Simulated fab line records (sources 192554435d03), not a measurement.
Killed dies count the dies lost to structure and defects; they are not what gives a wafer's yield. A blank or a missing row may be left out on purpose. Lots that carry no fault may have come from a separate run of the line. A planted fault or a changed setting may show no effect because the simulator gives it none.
Matching of chambers	flow n5-finfet	4 sister chambers for N5_HKMG_FIN_ETCH_58 on rie-diel-03
The step etches SOC in N2/H2, target depth 215.8 nm, time 741 s. 8 wafers are shown with their chamber, then 7 later ones without.

## WAFERS PAIRED WITH THEIR CHAMBERS
wafer	chamber	showerhead-plenum-p-Torr (Torr)	throttle-valve-pct (%)
L074.5	2	2.32	17.73
L084.3	3	2.49	17.56
L084.4	2	2.31	17.79
L087.1	3	2.49	17.57
L087.3	1	2.43	17.81
L087.4	0	2.68	18.12
L088.3	0	2.68	18.12
L088.4	1	2.43	17.80

## WAFERS WHOSE CHAMBER IS MISSING
wafer	showerhead-plenum-p-Torr (Torr)	throttle-valve-pct (%)
L088.6	2.31	17.79
L089.1	2.43	17.81
L089.2	2.68	18.13
L089.3	2.31	17.81
L090.1	2.68	18.14
L090.2	2.43	17.82
L090.5	2.43	17.81

## WHICH CHAMBER EACH ONE RAN IN
wafer	from the rows above	in truth
L088.6	2	2
L089.1	1	1
L089.2	0	0
L089.3	2	2
L090.1	0	0
L090.2	1	1
L090.5	1	1
Correctly placed: 7 of 7. Can't be placed from these rows: 0. 0 placed wrongly.
How it was worked out, from the rows above alone: a wafer's distance from a chamber is the root of the sum, over the readings, of the square of ((its reading less the chamber's mean) divided by the reading's scatter). The wafer belongs to the nearest chamber; if the next one is less than 2 further off, it can't be placed. The mean given for a chamber averages the wafers shown for that chamber. How the scatter is found: for the shown wafers, subtract from each reading the mean of its chamber, square and add these, divide the total by (wafers less chambers), then take the root.
